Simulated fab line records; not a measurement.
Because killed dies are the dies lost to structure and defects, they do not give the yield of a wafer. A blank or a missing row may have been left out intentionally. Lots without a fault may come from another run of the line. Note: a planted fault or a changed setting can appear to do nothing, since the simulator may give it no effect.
fab line records	flow n5Finfet
record lots=7	wafers=21	lastDay=17
route steps=1938 shown BEOL_M8@1350
lots with no fault: from the same line, run without faults
startH: the number of hours between the record's first day and the start of the first shown wafer of the lot	waitH: how many hours have passed since the lot's step before this one	" unchanged from the row above	L1.1+2: a row that stands for several wafers	- no value present, or no start provided	* or withheld: withheld	< > ~ a bound
route shown NAME@n: names a module that has steps shown in the file, with the first one's number in the route	usual: mean/standard deviation of fault-free wafers	same: alike in all rows	chamber/n: place in a boat	sites: readings site by site	_std_site: standard deviation across them	_edge_site: the outer-site mean with the inner-site mean subtracted	radiusMm: for every site, how far away it sits from the centre of the wafer	mask NAME#n: copy n	behind: the tool/chamber that last shaped the wafer	hold: why the lot went on hold/how many hours it stayed there/how the hold came to an end	device: names the non-switching transistor (n, p or np)	end of line: tests run on the same wafers once the route is complete	step lacking rows: just its recipe	killed: count of dies lost to structure and defects at first sort (not the wafer's yield)	map: a wafer's dies, marking killed ones x, the rest . and places with no die _
set.NAME: setting as actually run; set.NAME@STEP: the setting as run at that earlier step	model.NAME: the simulator's own value behind a step, which no gauge read
lots seen at some steps along the route; tables by step, rows by wafer
services: from which hour (startH, from the record's first day; less than 0 if before it) a tool's chamber was out of use, for how many hours, and why
## steps
# step N5_BEOL_M8_ETCH_62
# recipe chemistry=N2/H2	target=SOC	targetDepthA=1100	overetchA=220	maskMaterial=SiARC	tempC=40	timeS=165	ionEnergyEv=200	pressureMtorr=30	sourceW=840	biasW=150	n2FlowSccm=200	h2FlowSccm=200
# usual chamberPressureMTorr=29.996/0.028	drypumpMotorCurrentA=5.7/0.57	h2FlowSccm=200.1/0.58	oesProductAu=0.69/0.059	rfVppV=522.8/2.6	showerheadPlenumPTorr=2.51/0.089	throttleValvePct=17.83/0.18
lot.wafer	tool	chamber	startH	waitH	chamberPressureMTorr	drypumpMotorCurrentA	h2FlowSccm	oesProductAu	rfHoursCounterH	rfVppV	showerheadPlenumPTorr	throttleValvePct
L279.2	rieDiel-06	1	204.33	0.0	30.006	4.9	199.9	0.68	103	521.2	2.47	17.88
L279.4	"	3	"	"	30.003	6.7	201.0	0.78	20	523.4	2.49	17.74
L279.6	"	0	"	"	30.037	5.2	201.1	0.71	-	520.9	2.48	17.90
L288.1	rieDiel-04	2	272.87	0.0	30.038	5.8	200.3	0.82	2	522.3	2.50	17.69
L288.2	"	1	"	"	30.003	6.1	199.2	0.68	86	520.4	2.47	17.62
L288.4	"	0	"	"	30.032	5.5	200.1	0.62	170	520.3	2.43	17.90
L290.2	rieDiel-04	2	273.38	0.0	30.024	5.9	198.8	0.81	2	522.0	2.50	17.68
L290.5	"	0	"	"	30.011	5.5	200.6	0.62	-	520.5	2.43	17.90
L290.6	"	3	"	"	30.054	5.7	199.2	0.68	-	520.7	2.44	17.96
L291.1	rieDiel-04	3	275.91	0.0	30.004	5.7	200.2	0.69	103	522.8	2.44	17.96
L291.5	"	1	"	"	29.967	6.1	201.1	0.69	-	522.8	2.47	17.65
L291.6	"	0	"	"	30.028	5.5	200.5	0.62	-	520.5	2.43	17.92
L294.4	rieDiel-04	1	301.47	0.0	29.998	6.1	200.3	0.68	92	521.2	2.47	17.64
L294.5	"	1	"	"	29.998	6.1	199.7	0.68	-	522.5	2.47	17.63
L294.6	"	0	"	"	29.955	5.5	201.0	0.61	-	521.3	2.43	17.93
L299.1	rieDiel-03	1	326.08	0.0	30.020	6.6	200.6	0.78	18	527.6	2.73	17.90
L299.4	"	3	"	"	29.960	6.5	200.3	0.70	76	526.9	2.67	17.52
L299.6	"	1	"	"	29.969	6.6	200.0	0.78	-	527.3	2.72	17.92
L298.3	rieDiel-04	3	333.84	0.0	29.967	5.7	201.0	0.67	123	521.1	2.43	18.00
L298.4	"	1	"	"	30.023	6.2	199.9	0.68	103	521.4	2.46	17.68
L298.6	"	1	"	"	30.032	6.1	200.4	0.67	-	521.8	2.46	17.65
# step N5_BEOL_M8_STRIP_68
# recipe chemistry=N2/H2	tempC=40	n2FlowSccm=200	h2FlowSccm=200	rfFrequencyHz=6e+07
# step N5_BEOL_M8_STRIP_67
# recipe chemistry=CF4	resist=SiARC	powerW=300	biasPowerW=75	pressureMtorr=50	cf4FlowSccm=150	rfFrequencyHz=6e+07
# usual chamberPressureMTorr=50.00/0.049	drypumpMotorCurrentA=5.7/0.57	oesProductAu=0.82/0.069	rfVppV=270.6/1.6	showerheadPlenumPTorr=1.77/0.053	throttleValvePct=13.57/0.2
lot.wafer	tool	chamber	startH	waitH	chamberPressureMTorr	drypumpMotorCurrentA	oesProductAu	rfHoursCounterH	rfVppV	showerheadPlenumPTorr	throttleValvePct
L279.2	rieDiel-06	1	204.48	0.0	50.02	4.8	0.81	103	267.8	1.74	13.57
L279.4	"	3	"	"	50.08	6.7	0.93	20	271.0	1.76	13.48
L279.6	"	0	"	"	50.10	5.2	0.84	-	269.8	1.76	13.56
L288.1	rieDiel-04	2	273.02	0.0	50.04	5.9	0.96	2	268.6	1.77	13.39
L288.2	"	1	"	"	49.96	6.1	0.81	86	270.5	1.75	13.44
L288.4	"	0	"	"	50.02	5.5	0.72	170	268.4	1.73	13.70
L290.2	rieDiel-04	2	273.53	0.0	50.03	5.8	0.96	2	270.5	1.77	13.37
L290.5	"	0	"	"	50.02	5.5	0.73	-	269.6	1.73	13.68
L290.6	"	3	"	"	49.92	5.7	0.80	-	270.6	1.75	13.78
L291.1	rieDiel-04	3	276.05	0.0	50.04	5.7	0.80	103	270.0	1.75	13.80
L291.5	"	1	"	"	49.95	6.1	0.80	-	269.7	1.75	13.46
L291.6	"	0	"	"	50.03	5.5	0.73	-	267.9	1.73	13.71
L294.4	rieDiel-04	1	301.61	0.0	50.02	6.1	0.80	92	268.7	1.75	13.47
L294.5	"	1	"	"	49.93	6.1	0.80	-	268.1	1.75	13.47
L294.6	"	0	"	"	50.02	5.5	0.71	-	270.2	1.72	13.74
L299.1	rieDiel-03	1	326.22	0.0	50.00	6.6	0.92	18	273.4	1.90	13.41
L299.4	"	3	"	"	50.01	6.5	0.81	76	273.1	1.87	13.32
L299.6	"	1	"	"	50.00	6.6	0.92	-	274.1	1.90	13.40
L298.3	rieDiel-04	3	333.99	0.0	50.08	5.7	0.78	123	271.9	1.74	13.85
L298.4	"	1	"	"	50.05	6.1	0.79	103	270.3	1.75	13.49
L298.6	"	1	"	"	50.00	6.1	0.79	-	269.0	1.75	13.48
# step N5_BEOL_M8_HM_OPEN_17
# recipe chemistry=Cl2/BCl3	targetDepthA=200	overetchA=60	target=TiN	maskMaterial=SOC	ionEnergyEv=150	pressureMtorr=10	icpW=1000	biasW=126	Cl2_flow_sccm=53.25	bcl3FlowSccm=21.75	Ar_flow_sccm=25
# usual bcl3FlowSccm=21.75/0.074	chamberPressureMTorr=9.999/0.0098	drypumpMotorCurrentA=5.9/0.36	oesProductAu=0.68/0.082	throttleValvePct=22.12/0.23
lot.wafer	tool	chamber	startH	waitH	bcl3FlowSccm	chamberPressureMTorr	drypumpMotorCurrentA	oesProductAu	rfHoursCounterH	throttleValvePct
L279.2	rieMetal-03	1	204.52	0.0	21.71	9.999	5.5	0.62	71	22.19
L279.4	"	0	"	"	21.68	9.990	5.7	0.53	-	22.34
L279.6	"	0	"	"	21.66	10.003	5.7	0.53	-	22.37
L288.1	rieMetal-01	1	273.06	0.0	21.80	10.002	6.1	0.72	27	22.39
L288.2	"	0	"	"	21.78	10.017	5.7	0.73	15	21.72
L288.4	"	0	"	"	21.81	10.000	5.7	0.74	-	21.69
L290.2	rieMetal-02	1	273.57	0.0	21.80	10.003	6.5	0.59	82	22.16
L290.5	"	0	"	"	21.63	9.994	6.3	0.72	-	22.25
L290.6	"	1	"	"	21.74	9.995	6.5	0.59	-	22.14
L291.1	rieMetal-03	0	276.10	0.0	21.78	10.005	5.6	0.82	2	21.90
L291.5	"	1	"	"	21.78	10.006	5.5	0.60	-	22.23
L291.6	"	0	"	"	21.79	10.011	5.7	0.80	-	21.93
L294.4	rieMetal-01	1	301.68	0.1	21.94	9.993	6.0	0.71	-	22.39
L294.5	"	1	"	"	21.86	9.992	6.1	0.71	-	22.40
L294.6	"	0	"	"	21.62	9.974	5.7	0.73	-	21.71
L299.1	rieMetal-01	0	326.26	0.0	21.73	9.999	5.7	0.71	19	21.72
L299.4	"	0	"	"	21.73	9.994	5.7	0.72	-	21.73
L299.6	"	1	"	"	21.70	9.991	6.1	0.70	-	22.42
L298.3	rieMetal-01	1	334.06	0.1	21.91	10.037	6.1	0.70	-	22.40
L298.4	"	0	"	"	21.74	10.007	5.7	0.72	-	21.72
L298.6	"	1	"	"	21.79	10.002	6.1	0.69	-	22.42
# step N5_BEOL_M8_STRIP_19
# recipe chemistry=O2	powerW=400	tempC=40	pressureMtorr=30	rfFrequencyHz=6e+07	biasPowerW=0	overashFraction=0.2	o2FlowSccm=225
# usual chamberPressureMTorr=30.00/0.035	drypumpMotorCurrentA=5.7/0.61	o2FlowSccm=225.0/0.72	oesProductAu=0.82/0.073	rfVppV=3.7/0.59	showerheadPlenumPTorr=2.06/0.072	throttleValvePct=16.66/0.2
lot.wafer	tool	chamber	startH	waitH	chamberPressureMTorr	drypumpMotorCurrentA	o2FlowSccm	oesProductAu	rfHoursCounterH	rfVppV	showerheadPlenumPTorr	throttleValvePct
L279.2	rieDiel-03	3	204.63	0.1	30.01	6.5	224.3	0.91	31	2.9	2.22	16.34
L279.4	"	0	"	"	30.04	5.0	225.8	0.88	48	4.2	2.15	16.85
L279.6	"	2	"	"	30.04	4.8	225.0	0.90	-	3.6	2.06	16.34
L288.1	rieDiel-04	0	273.25	0.2	29.96	5.5	225.9	0.73	171	3.0	1.99	16.69
L288.2	"	2	"	"	30.08	5.8	224.9	0.96	2	4.1	2.04	16.39
L288.4	"	1	"	"	30.00	6.1	225.1	0.80	86	4.6	2.05	16.59
L290.2	rieDiel-03	3	273.81	0.2	30.00	6.6	225.2	0.86	57	3.9	2.21	16.39
L290.5	"	2	"	"	30.04	4.8	223.7	0.84	-	4.2	2.06	16.40
L290.6	"	1	"	"	29.94	6.5	224.0	0.99	-	4.3	2.23	16.47
L291.1	rieDiel-06	0	276.21	0.1	30.05	5.2	225.3	0.80	94	3.6	2.02	16.61
L291.5	"	3	"	"	29.96	6.7	226.8	0.88	-	4.1	2.06	16.76
L291.6	"	1	"	"	29.94	4.8	227.0	0.78	-	3.1	2.00	16.69
L294.4	rieDiel-04	0	301.76	0.1	30.00	5.5	225.5	0.72	182	3.5	1.99	16.70
L294.5	"	0	"	"	29.96	5.5	225.0	0.71	-	2.8	1.99	16.70
L294.6	"	3	"	"	30.03	5.6	224.8	0.81	-	3.5	2.05	17.02
L299.1	rieDiel-04	3	326.56	0.3	29.98	5.6	224.2	0.80	121	4.0	2.05	17.01
L299.4	"	0	"	"	30.06	5.5	225.2	0.72	191	4.8	1.99	16.72
L299.6	"	3	"	"	30.00	5.7	225.3	0.80	-	4.1	2.05	17.01
L298.3	rieDiel-04	2	334.14	0.1	30.03	5.8	226.4	0.90	24	4.0	2.04	16.41
L298.4	"	1	"	"	30.00	6.1	224.8	0.78	103	3.7	2.04	16.63
L298.6	"	2	"	"	29.98	5.8	224.6	0.89	-	3.9	2.04	16.42
# step N5_BEOL_M8_CD_MEAS_18
# recipe pitchNm=80	targetCdNm=40
# usual cdNm=40.1/0.61
lot.wafer	tool	chamber	startH	waitH	cdNm
L279.2	cdSem-02	-	204.70	0.1	40.2
L279.4	"	-	"	"	39.2
L279.6	"	-	"	"	39.6
L288.1	cdSem-01	-	273.32	0.0	40.0
L288.2	"	-	"	"	39.7
L288.4	"	-	"	"	39.4
L290.2	cdSem-03	-	273.88	0.1	39.9
L290.5	"	-	"	"	39.8
L290.6	"	-	"	"	41.0
L291.1	cdSem-02	-	276.28	0.0	41.0
L291.5	"	-	"	"	41.2
L291.6	"	-	"	"	39.4
L294.4	cdSem-03	-	301.84	0.1	39.5
L294.5	"	-	"	"	39.7
L294.6	"	-	"	"	39.6
L299.1	cdSem-01	-	326.63	0.0	39.3
L299.4	"	-	"	"	40.9
L299.6	"	-	"	"	39.6
L298.3	cdSem-01	-	334.21	0.1	39.1
L298.4	"	-	"	"	39.8
L298.6	"	-	"	"	39.4
# step N5_BEOL_M8_COAT_63
# recipe resist=SOC	tempC=250	timeS=60	spinRpm=1500	resistThkNm=60
# step N5_BEOL_M8_COAT_64
# recipe resist=SiARC	tempC=220	timeS=60	spinRpm=1500	resistThkNm=12
# step N5_BEOL_M8_COAT_71
# recipe resist=underlayer	tempC=205	timeS=60	spinRpm=1500	resistThkNm=5
# step N5_BEOL_M8_COAT_22
# recipe resist=CAR-EUV	spinRpm=1500	resistThkNm=30
# step N5_BEOL_M8_EBR_24
# recipe solvent=PGMEA	ebrWidthMm=1.5
# step N5_BEOL_M8_SOFTBAKE_23
# recipe tempC=110	timeS=60	resist=CAR-EUV
# step N5_BEOL_M8_EXPOSE_25
# recipe maskId=V7	na=0.33	sourceShape=annular	sigmaInner=0.4	sigmaOuter=0.8	polarization=unpolarized	targetCdNm=40	doseMj=42.5
# usual exposureDoseMJCm2=42.36/0.045	focusOffsetNm=0.0/0.54	sigmaInner=0.4/0
lot.wafer	tool	chamber	startH	waitH	mask	exposureDoseMJCm2	focusOffsetNm	sigmaInner
L279.2	euvScanner-01	0	206.05	-	V7#0	42.42	-0.4	0.4
L279.4	"	0	"	"	V7#0	42.39	0.3	0.4
L279.6	"	0	"	"	V7#0	42.40	-0.2	0.4
L290.2	euvScanner-02	-	274.77	-	V7#0	-	-	-
L290.5	"	-	"	"	V7#0	-	-	-
L290.6	"	-	"	"	V7#0	-	-	-
L288.1	euvScanner-02	-	274.86	-	V7#0	-	-	-
L288.2	"	-	"	"	V7#0	-	-	-
L288.4	"	-	"	"	V7#0	-	-	-
L291.1	euvScanner-01	-	276.72	-	V7#0	-	-	-
L291.5	"	-	"	"	V7#0	-	-	-
L291.6	"	-	"	"	V7#0	-	-	-
L294.4	euvScanner-02	0	302.16	-	V7#0	42.34	0.0	0.4
L294.5	"	0	"	"	V7#0	42.31	0.4	0.4
L294.6	"	0	"	"	V7#0	42.29	0.4	0.4
L299.1	euvScanner-01	0	327.80	-	V7#0	42.31	0.8	0.4
L299.4	"	0	"	"	V7#0	42.33	-0.4	0.4
L299.6	"	0	"	"	V7#0	42.38	-0.1	0.4
L298.3	euvScanner-01	0	334.74	-	V7#0	42.31	-0.1	0.4
L298.4	"	0	"	"	V7#0	42.34	-0.6	0.4
L298.6	"	0	"	"	V7#0	42.39	0.1	0.4
# step N5_BEOL_M8_PEB_26
# recipe pebTempC=100	pebTimeS=60	resist=CAR-EUV
## services
tool	chamber	startH	hours	kind
euvScanner-01	0	184.87	-	calibration
rieMetal-01	0	188.31	14.9	repair
euvScanner-02	-	193.31	1.0	pm
euvScanner-01	-	194.71	5.8	pm
euvScanner-02	-	205.09	4.6	pm
euvScanner-01	-	223.95	1.0	pm
rieDiel-04	2	239.29	-	clean
rieDiel-04	2	239.29	-	consumableReplace:focusRing
rieDiel-04	2	239.29	25.0	scheduledDown
rieDiel-04	2	239.29	25.0	ventCycle
rieDiel-03	1	241.09	-	clean
rieDiel-03	1	241.09	-	consumableReplace:focusRing
rieDiel-03	1	241.09	-	consumableReplace:showerhead
rieDiel-03	1	241.09	30.5	scheduledDown
rieDiel-06	2	243.08	8.3	repair
euvScanner-02	-	249.46	1.0	pm
rieMetal-01	-	249.72	2.8	pm
rieMetal-01	-	255.36	4.0	pm
euvScanner-01	-	280.10	1.0	pm
rieDiel-04	3	281.53	2.6	repair
rieMetal-02	-	304.64	2.8	pm
euvScanner-02	-	305.61	1.0	pm
rieDiel-04	-	311.41	0.7	repair
euvScanner-02	-	321.69	5.3	repair
## key
firstSign step=N5_BEOL_M8_EXPOSE_25	reading=toolRecord	direction=missing
effect none on later readings
metAt N5_BEOL_M8_EXPOSE_25
struckWafers L288.1,L288.2,L288.4,L290.2,L290.5,L290.6,L291.1,L291.5,L291.6
laterRowsLeftOut L288.1,L288.2,L288.4,L290.2,L290.5,L290.6,L291.1,L291.5,L291.6
sortLeftOut L288.1,L288.2,L288.4,L290.2,L290.5,L290.6,L291.1,L291.5,L291.6
onsetBetween 206.05 274.77
fault kind=skippedStepWhole	tool=euvScanner-01,euvScanner-02	chamber=-	onsetH=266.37	steps=N5_BEOL_M8_EXPOSE_25	scope=struckLotsOnly
# sortLeftOut: the simulated sort isn't trusted on such a fault, so these wafers' sort isn't shown, and their yield isn't known
# laterRowsLeftOut: the simulator's readings of these wafers behind a module that went badly wrong aren't trusted and aren't shown, but for the sort
